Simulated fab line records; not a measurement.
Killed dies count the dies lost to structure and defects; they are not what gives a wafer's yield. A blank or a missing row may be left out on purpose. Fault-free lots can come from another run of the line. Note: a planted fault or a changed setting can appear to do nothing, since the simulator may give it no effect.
fab line records	flow nand_harc
record lots=11	wafers=33	last_day=26
route steps=1159 shown P_M1@316 P_M2@335 P_BONDPAD@365 A_ZERO_WELL@404 A_SOURCE_PLATE@423 END@1159
lots that met no fault: taken from a fault-free run of the same line
start_h: hours from the record's opening day to when the first of the lot's shown wafers began	wait_h: hours from the lot's prior step to this one	" unchanged from the row above	L1.1+2: a row that stands for several wafers	- no value, or no start given	* or withheld: withheld	< > ~ a bound
route shown NAME@n: NAME is a module with steps in the file, n the number in the route of the first one	usual: mean/standard deviation taken from wafers without a fault	same: alike in all rows	chamber/n: place in a boat	sites: each site's reading	_std_site: how widely they spread, as a standard deviation	_edge_site: outer sites' mean less inner sites'	radius_mm: for every site, how far away it sits from the centre of the wafer	mask NAME#n: copy n	behind: tool/chamber where the wafer was last shaped	hold: cause of the lot's hold/its duration in hours/its outcome	device: the transistor (n, p or np) that didn't switch	end of line: tests run on the same wafers once the route is complete	where a step has no rows: the recipe by itself	killed: dies lost to structure and defects at the first sort, not the wafer's yield	map: shows each die of a wafer: x if killed, . if not, _ if none is there
set.NAME: the setting the step ran with; set.NAME@STEP: the setting that earlier step ran with	model.NAME: the simulator's own value behind a step, which no gauge read
a sample of lots followed through the steps of the route, with each step as a table and each wafer as a row
services: when a tool's chamber went out of use (start_h, in hours from the record's first day, below 0 if earlier), for how many hours, and the reason
## steps
# step NHARC_P_M1_PRE_CLEAN_32
# recipe time_s=12	temp_c=370	rf_power_w=300	gas=NH3
# usual heater_power_w=656/56	rf_fwd_power_W=292.6/0.94
lot.wafer	tool	chamber	start_h	wait_h	heater_power_w	rf_fwd_power_W
L136.3	pecvd-03	0	148.82	0.1	668	292.8
L136.5	"	1	"	"	687	292.9
L136.6	"	2	"	"	635	294.0
L137.1	pecvd-03	2	149.41	0.2	649	293.0
L137.3	"	1	"	"	729	291.7
L137.5	"	2	"	"	652	293.2
L139.1	pecvd-01	0	162.70	0.1	746	291.0
L139.4	"	2	"	"	706	292.7
L139.5	"	1	"	"	676	293.0
L140.6	pecvd-04	2	175.28	0.1	649	291.6
L140.5	"	0	"	"	507	292.5
L140.4	"	1	"	"	616	293.8
L145.3	pecvd-03	2	199.65	0.1	678	291.9
L145.2	"	0	"	"	659	291.9
L145.4	"	0	"	"	675	293.0
L147.1	pecvd-04	0	213.43	0.2	577	291.9
L147.2	"	1	"	"	584	294.5
L147.6	"	0	"	"	564	293.3
L149.1	pecvd-04	1	223.34	0.1	634	292.7
L149.3	"	0	"	"	601	292.0
L149.6	"	2	"	"	624	291.5
L150.3	pecvd-03	2	228.88	0.1	686	291.4
L150.4	"	1	"	"	656	291.4
L150.5	"	2	"	"	693	292.6
L151.3	pecvd-04	1	246.86	0.3	627	293.7
L151.2	"	2	"	"	629	292.9
L151.5	"	0	"	"	629	293.8
L154.1	pecvd-03	0	248.56	0.1	714	291.8
L154.2	"	1	"	"	709	292.5
L154.4	"	0	"	"	701	291.7
L155.3	pecvd-03	0	254.46	0.1	616	292.1
L155.5	"	2	"	"	627	294.1
L155.6	"	0	"	"	600	292.7
# step NHARC_P_M2_STRIP_18
# recipe power_w=1000	n2_flow_sccm=150	h2_flow_sccm=150	ar_flow_sccm=0	bias_w=0	chemistry=N2/H2
# usual drypump_motor_current_A=5.8/0.34	h2_flow_sccm=150.0/0.43	oes_product_au=0.999/0.011	rf_fwd_power_W=997/3.2	rf_vpp_V=90.7/0.95	showerhead_plenum_p_Torr=2.05/0.086	throttle_valve_pct=14.171/0.0091
lot.wafer	tool	chamber	start_h	wait_h	drypump_motor_current_A	h2_flow_sccm	oes_product_au	rf_fwd_power_W	rf_hours_counter_h	rf_vpp_V	showerhead_plenum_p_Torr	throttle_valve_pct
L136.3	rie_diel-03	0	150.79	0.1	6.3	149.6	0.992	994	4	90.6	2.04	14.160
L136.5	"	1	"	"	5.7	149.6	1.023	998	-	89.9	2.17	14.159
L136.6	"	2	"	"	5.8	150.0	0.998	999	-	90.0	1.92	14.191
L137.3	rie_diel-03	1	151.32	0.1	5.7	149.8	1.011	1003	4	90.2	2.17	14.177
L137.1	"	2	"	"	5.8	149.8	1.009	1006	4	89.7	1.91	14.164
L137.5	"	2	"	"	5.8	150.6	1.000	996	-	90.0	1.91	14.169
L139.1	rie_diel-13	2	164.59	0.1	6.0	150.0	0.986	994	12	90.2	1.94	14.177
L139.4	"	0	"	"	5.6	150.1	0.993	999	12	91.1	2.05	14.183
L139.5	"	2	"	"	6.0	150.0	0.999	997	-	91.0	1.94	14.166
L140.4	rie_diel-13	1	177.19	0.1	5.2	150.1	0.993	995	13	91.4	2.09	14.172
L140.5	"	3	"	"	6.2	149.9	0.987	1000	-	91.0	2.13	14.178
L140.6	"	0	"	"	5.6	150.2	0.983	992	-	90.5	2.05	14.168
L145.4	rie_diel-13	2	201.54	0.1	6.0	149.3	0.993	993	17	89.7	1.94	14.177
L145.2	"	0	"	"	5.6	149.4	1.002	999	19	91.2	2.05	14.177
L145.3	"	1	"	"	5.2	149.8	1.006	997	17	91.6	2.08	14.156
L147.1	rie_diel-13	3	215.35	0.1	6.2	149.5	0.978	997	21	90.5	2.13	14.171
L147.2	"	1	"	"	5.2	150.8	0.998	998	20	88.9	2.08	14.171
L147.6	"	3	"	"	6.2	149.8	0.995	998	-	92.8	2.13	14.162
L149.1	rie_diel-03	1	225.23	0.1	5.8	149.7	1.001	993	0	90.8	2.16	14.174
L149.3	"	3	"	"	5.6	149.4	1.003	996	0	89.5	2.07	14.180
L149.6	"	0	"	"	6.3	149.8	1.031	999	-	89.4	2.04	14.152
L150.4	rie_diel-03	2	230.96	0.1	5.7	150.2	0.999	996	1	88.4	1.91	14.161
L150.3	"	3	"	"	5.6	150.0	0.983	999	1	90.5	2.07	14.185
L150.5	"	1	"	"	5.7	150.4	1.004	1005	-	91.9	2.16	14.173
L151.3	rie_diel-13	0	248.86	0.1	5.6	149.8	0.985	999	24	91.7	2.05	14.193
L151.2	"	1	"	"	5.2	149.2	0.994	998	25	90.5	2.08	14.179
L151.5	"	3	"	"	6.2	150.0	0.994	993	-	90.4	2.13	14.177
L154.1	rie_diel-03	2	250.42	0.1	5.7	149.9	0.994	994	1	90.7	1.91	14.177
L154.2	"	3	"	"	5.6	150.6	0.999	996	1	91.9	2.07	14.174
L154.4	"	0	"	"	6.3	150.0	1.005	992	1	91.2	2.04	14.187
L155.3	rie_diel-13	1	256.38	0.1	5.2	150.2	1.002	997	26	91.7	2.08	14.187
L155.5	"	2	"	"	6.0	149.8	0.998	997	-	89.5	1.94	14.167
L155.6	"	3	"	"	6.2	150.0	0.975	999	-	92.5	2.13	14.189
# step NHARC_P_BONDPAD_OVL_MEAS_38
# usual overlay_x_nm=1/7.5	overlay_y_nm=-1/4.3
lot.wafer	tool	chamber	start_h	wait_h	overlay_x_nm	overlay_y_nm
L136.3	overlay-01	-	154.87	-	7	6
L136.5	"	-	"	"	7	6
L136.6	"	-	"	"	7	6
L137.1	overlay-02	-	155.29	-	-4	-9
L137.3	"	-	"	"	-4	-9
L137.5	"	-	"	"	-4	-9
L139.1	overlay-01	-	168.66	-	-4	5
L139.4	"	-	"	"	-4	4
L139.5	"	-	"	"	-4	4
L140.4	overlay-01	-	181.11	-	1	-2
L140.5	"	-	"	"	0	-2
L140.6	"	-	"	"	0	-2
L145.2	overlay-02	-	205.60	-	-14	-1
L145.3	"	-	"	"	-14	-1
L145.4	"	-	"	"	-14	-1
L147.1	overlay-02	-	220.08	-	1	-9
L147.2	"	-	"	"	1	-9
L147.6	"	-	"	"	1	-10
L149.1	overlay-02	-	229.30	-	2	2
L149.3	"	-	"	"	2	1
L149.6	"	-	"	"	2	1
L150.3	overlay-02	-	238.05	-	-3	3
L150.4	"	-	"	"	-3	4
L150.5	"	-	"	"	-3	3
L151.2	overlay-01	-	252.91	-	-2	-3
L151.3	"	-	"	"	-2	-3
L151.5	"	-	"	"	-1	-3
L154.1	overlay-01	-	254.41	-	1	7
L154.2	"	-	"	"	2	7
L154.4	"	-	"	"	1	6
L155.3	overlay-02	-	260.28	-	-2	0
L155.5	"	-	"	"	-3	-1
L155.6	"	-	"	"	-3	0
# step NHARC_A_ZERO_WELL_ETCH_19
# recipe target_depth_a=800	overetch_a=240	time_s=87.88	ion_energy_ev=200	n2_flow_sccm=150	h2_flow_sccm=150	ar_flow_sccm=0	rf_w=400	bias_w=150	chemistry=N2/H2
# usual drypump_motor_current_A=5.7/0.35	h2_flow_sccm=150.0/0.47	oes_product_au=1.000/0.012	rf_fwd_power_W=397.0/1.7	rf_vpp_V=429.9/2.9	showerhead_plenum_p_Torr=2.02/0.1	throttle_valve_pct=14.172/0.0092
lot.wafer	tool	chamber	start_h	wait_h	drypump_motor_current_A	h2_flow_sccm	oes_product_au	rf_fwd_power_W	rf_hours_counter_h	rf_vpp_V	showerhead_plenum_p_Torr	throttle_valve_pct
L136.3	rie_diel-08	0	159.13	0.1	5.9	149.4	1.019	393.1	1	429.2	1.96	14.177
L136.6	"	0	"	"	5.8	149.3	1.011	393.8	-	427.9	1.96	14.174
L136.5	"	1	"	"	5.8	150.5	0.998	399.8	-	435.8	2.19	14.180
L137.1	rie_diel-08	0	159.69	0.1	5.8	149.8	1.013	396.1	1	427.8	1.96	14.184
L137.3	"	1	"	"	5.8	149.7	1.008	398.9	1	432.8	2.19	14.166
L137.5	"	3	"	"	5.4	149.5	0.989	398.4	-	426.4	1.90	14.163
L139.1	rie_diel-08	2	172.88	0.1	6.1	149.9	0.987	398.5	1	429.6	2.03	14.167
L139.4	"	3	"	"	5.4	149.6	0.985	395.6	-	426.4	1.90	14.168
L139.5	"	1	"	"	5.8	149.9	1.017	397.2	-	432.9	2.19	14.178
L140.4	rie_diel-01	2	185.36	0.1	5.6	150.0	0.993	395.3	3	435.3	2.19	14.174
L140.5	"	0	"	"	4.9	149.8	0.989	397.3	-	430.5	2.05	14.161
L140.6	"	1	"	"	5.2	149.9	1.010	393.3	-	429.0	1.95	14.174
L145.4	rie_diel-10	2	210.17	0.1	6.0	149.5	0.995	397.3	2	428.5	1.96	14.167
L145.2	"	3	"	"	5.5	150.6	1.021	395.8	2	434.1	2.19	14.179
L145.3	"	0	"	"	6.0	149.5	1.001	399.6	2	426.2	1.92	14.182
L147.1	rie_diel-08	3	224.36	0.1	5.4	149.6	0.985	399.0	6	427.2	1.90	14.171
L147.2	"	0	"	"	5.9	150.2	1.015	395.6	3	428.2	1.96	14.170
L147.6	"	3	"	"	5.4	149.9	0.988	396.6	-	427.8	1.90	14.174
L149.1	rie_diel-08	1	233.63	0.1	5.8	149.8	0.986	397.7	5	435.0	2.19	14.160
L149.3	"	2	"	"	6.0	149.4	0.997	395.4	7	431.9	2.02	14.161
L149.6	"	0	"	"	5.9	150.1	1.009	395.6	-	428.2	1.96	14.163
L150.3	rie_diel-01	0	242.41	0.1	4.9	149.6	1.001	398.9	7	430.0	2.05	14.163
L150.4	"	1	"	"	5.2	150.5	1.020	396.4	9	428.8	1.95	14.177
L150.5	"	3	"	"	5.8	149.9	1.011	395.2	-	429.0	1.97	14.167
L151.3	rie_diel-01	1	257.17	0.1	5.2	149.9	1.004	397.4	13	429.2	1.95	14.172
L151.2	"	2	"	"	5.7	150.3	0.988	398.2	10	434.1	2.19	14.172
L151.5	"	0	"	"	4.9	150.3	0.985	399.7	-	430.2	2.05	14.174
L154.2	rie_diel-01	0	258.73	0.1	4.9	150.5	0.987	397.7	10	431.1	2.05	14.170
L154.1	"	1	"	"	5.2	149.4	1.010	394.9	13	427.0	1.95	14.149
L154.4	"	2	"	"	5.7	150.1	0.994	396.7	10	433.9	2.19	14.183
L155.3	rie_diel-01	2	264.58	0.1	5.7	149.5	0.987	397.0	10	435.5	2.19	14.167
L155.6	"	3	"	"	5.8	149.8	1.002	395.4	-	429.2	1.97	14.175
L155.5	"	0	"	"	4.8	149.8	0.999	397.7	-	430.9	2.05	14.169
# step NHARC_A_ZERO_WELL_INSPECT_17
# usual raw_defect_count=13/6.4
lot.wafer	tool	chamber	start_h	wait_h	raw_defect_count
L136.3	defect_inspect-02	-	160.36	0.1	12
L136.5	"	-	"	"	21
L136.6	"	-	"	"	15
L137.1	defect_inspect-02	-	160.91	0.2	13
L137.3	"	-	"	"	8
L137.5	"	-	"	"	8
L139.1	defect_inspect-01	-	174.26	0.2	8
L139.4	"	-	"	"	12
L139.5	"	-	"	"	8
L140.4	defect_inspect-02	-	186.59	0.1	20
L140.5	"	-	"	"	24
L140.6	"	-	"	"	17
L145.2	defect_inspect-01	-	211.42	0.1	22
L145.3	"	-	"	"	20
L145.4	"	-	"	"	18
L147.1	defect_inspect-01	-	225.61	0.2	16
L147.2	"	-	"	"	410
L147.6	"	-	"	"	14
L149.1	defect_inspect-02	-	234.84	0.2	25
L149.3	"	-	"	"	14
L149.6	"	-	"	"	489
L150.3	defect_inspect-02	-	243.68	0.1	19
L150.4	"	-	"	"	14
L150.5	"	-	"	"	7
L151.2	defect_inspect-02	-	258.43	0.1	22
L151.3	"	-	"	"	10
L151.5	"	-	"	"	9
L154.1	defect_inspect-02	-	259.94	0.2	13
L154.2	"	-	"	"	9
L154.4	"	-	"	"	11
L155.3	defect_inspect-02	-	265.77	0.1	9
L155.5	"	-	"	"	14
L155.6	"	-	"	"	9
# step NHARC_A_SOURCE_PLATE_INSPECT_08
# usual raw_defect_count=70/27
lot.wafer	tool	chamber	start_h	wait_h	raw_defect_count
L137.1	defect_inspect-02	-	180.68	0.0	47
L137.3	"	-	"	"	29
L137.5	"	-	"	"	64
L136.3	defect_inspect-02	-	180.69	0.0	56
L136.5	"	-	"	"	49
L136.6	"	-	"	"	54
L139.1	defect_inspect-01	-	201.09	0.0	77
L139.4	"	-	"	"	41
L139.5	"	-	"	"	77
L140.4	defect_inspect-01	-	210.74	0.0	63
L140.5	"	-	"	"	48
L140.6	"	-	"	"	60
L145.2	defect_inspect-01	-	231.42	0.0	72
L145.3	"	-	"	"	90
L145.4	"	-	"	"	79
L147.1	defect_inspect-02	-	246.91	0.0	86
L147.2	"	-	"	"	531
L147.6	"	-	"	"	65
L149.1	defect_inspect-02	-	255.70	0.0	51
L149.3	"	-	"	"	44
L149.6	"	-	"	"	518
L150.3	defect_inspect-02	-	263.75	0.0	44
L150.4	"	-	"	"	44
L150.5	"	-	"	"	43
L151.2	defect_inspect-01	-	280.05	0.0	65
L151.3	"	-	"	"	44
L151.5	"	-	"	"	57
L154.1	defect_inspect-02	-	280.07	0.0	56
L154.2	"	-	"	"	101
L154.4	"	-	"	"	64
L155.3	defect_inspect-02	-	286.38	0.1	83
L155.5	"	-	"	"	143
L155.6	"	-	"	"	74
# step NHARC_END_SORT_01
# recipe temp_c=25
# usual killed_at_array=27/12	killed_at_other=0.9/1.1	killed_at_periphery=3.2/2.4	killed_dies=31/12	killed_open=3.3/1.7	killed_short=2.0/1.6
# same gross_dies=677
lot.wafer	tool	chamber	start_h	wait_h	killed_at_array	killed_at_other	killed_at_periphery	killed_dies	killed_open	killed_short
L147.1	prober-01	0	586.91	2.5	20	3	4	27	2	1
L147.2	prober-01	0	587.71	2.8	82	2	0	84	2	1
L147.6	prober-01	0	590.90	4.0	37	0	2	39	0	1
L149.1	prober-02	0	602.48	2.5	29	3	3	35	4	2
L149.3	prober-02	0	604.07	3.1	33	1	2	36	4	0
L149.6	prober-02	0	606.46	4.0	88	1	3	92	3	2
# killed by level:class
L147.1 A_SLIT:chamber_film_flake=9 A_CHANNEL_HOLE_D1:chamber_film_flake=6 P_GATE:chamber_film_flake=2 A_CONTACT:chamber_film_flake=2 THIN_TSV:chamber_film_flake=2 P_GATE:geometric_particle:open=1 A_WL_FILL:geometric_particle:open=1 STARTING-WAFER:geometric_particle:short=1
L147.2 A_ZERO_WELL:unspecified=59 A_SLIT:chamber_film_flake=11 A_CHANNEL_HOLE_D1:chamber_film_flake=5 A_CONTACT:chamber_film_flake=2 THIN_TSV:chamber_film_flake=2 A_ONON_D1:geometric_particle:open=1 A_SGD_CUT:geometric_particle:short=1 A_CONTACT:geometric_particle:open=1
L147.6 A_SLIT:chamber_film_flake=18 A_CHANNEL_HOLE_D1:chamber_film_flake=12 A_CONTACT:chamber_film_flake=3 A_M0:chamber_film_flake=2 P_M1:geometric_particle:short=1 P_GATE:chamber_film_flake=1 A_STAIRCASE:chamber_film_flake=1 A_BLC:chamber_film_flake=1
L149.1 A_SLIT:chamber_film_flake=11 A_CHANNEL_HOLE_D1:chamber_film_flake=6 A_CONTACT:chamber_film_flake=4 A_CONTACT:geometric_particle:open=2 A_STAIRCASE:chamber_film_flake=2 THIN_TSV:chamber_film_flake=2 P_GATE:geometric_particle:open=1 A_ONON_D1:geometric_particle:short=1
L149.3 A_SLIT:chamber_film_flake=17 A_CHANNEL_HOLE_D1:chamber_film_flake=10 A_CONTACT:chamber_film_flake=2 P_CONTACT:geometric_particle:open=1 P_M0:geometric_particle:open=1 A_CHANNEL_FILL_D1:geometric_particle:open=1 A_CONTACT:geometric_particle:open=1 A_STAIRCASE:chamber_film_flake=1
L149.6 A_ZERO_WELL:unspecified=65 A_SLIT:chamber_film_flake=8 A_CHANNEL_HOLE_D1:chamber_film_flake=5 A_CONTACT:chamber_film_flake=5 P_M0:geometric_particle:open=1 P_BONDPAD:geometric_particle:open=1 A_ONON_D1:geometric_particle:short=1 A_CONTACT:geometric_particle:open=1
## services
tool	chamber	start_h	hours	kind
pecvd-04	-	126.87	0.9	repair
pecvd-04	2	130.30	5.5	repair
rie_diel-13	0	132.51	-	clean
rie_diel-13	1	132.51	-	clean
rie_diel-13	2	132.51	-	clean
rie_diel-13	3	132.51	-	clean
rie_diel-01	-	137.80	9.0	pm
rie_diel-13	0	157.04	-	clean
rie_diel-08	0	170.37	33.7	repair
rie_diel-01	-	172.81	9.5	repair
rie_diel-10	-	176.50	9.0	pm
rie_diel-08	1	180.27	17.2	repair
pecvd-04	-	195.00	13.0	pm
pecvd-01	-	197.14	2.9	repair
rie_diel-03	-	198.44	2.1	repair
rie_diel-03	0	215.06	3.3	repair
rie_diel-03	-	215.32	9.0	pm
rie_diel-08	1	219.20	8.3	repair
pecvd-03	0	221.68	15.8	repair
rie_diel-13	0	225.81	19.4	repair
pecvd-01	-	237.40	13.0	pm
rie_diel-01	3	245.78	4.6	repair
rie_diel-01	2	246.94	5.6	repair
rie_diel-08	1	261.65	8.0	repair
## key
first_sign step=NHARC_A_ZERO_WELL_INSPECT_17	reading=raw_defect_count	direction=up	sigmas=68	usual=13	struck=450
effect step=NHARC_A_SOURCE_PLATE_INSPECT_08	reading=raw_defect_count	direction=up	sigmas=17	usual=70	struck=524
effect step=NHARC_END_SORT_01	reading=killed_at_array	direction=up	sigmas=5	usual=27	struck=85
more_kills_born_at NHARC_A_ZERO_WELL_ETCH_19@rie_diel-08=124
met_at NHARC_A_ZERO_WELL_ETCH_19
struck_lots L147,L149
struck_wafers L147.2,L149.6
tester_left_out L147,L149
not_acting_at NHARC_P_M1_PRE_CLEAN_32,NHARC_P_M2_STRIP_18,NHARC_P_BONDPAD_OVL_MEAS_38
onset_between 159.69 224.36
fault kind=chamber_particle_source	tool=rie_diel-08	chamber=0	onset_h=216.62	steps=NHARC_A_ZERO_WELL_ETCH_19	rate_per_visit_cm2=0.68483	end_h=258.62
# tester_left_out: of these lots the tester's yield and bins aren't shown, on N5 and GAA mostly nor the transistor test; their killed dies are dies lost to structure and defects alone, not to doping, threshold or leakage, so they don't give the yield
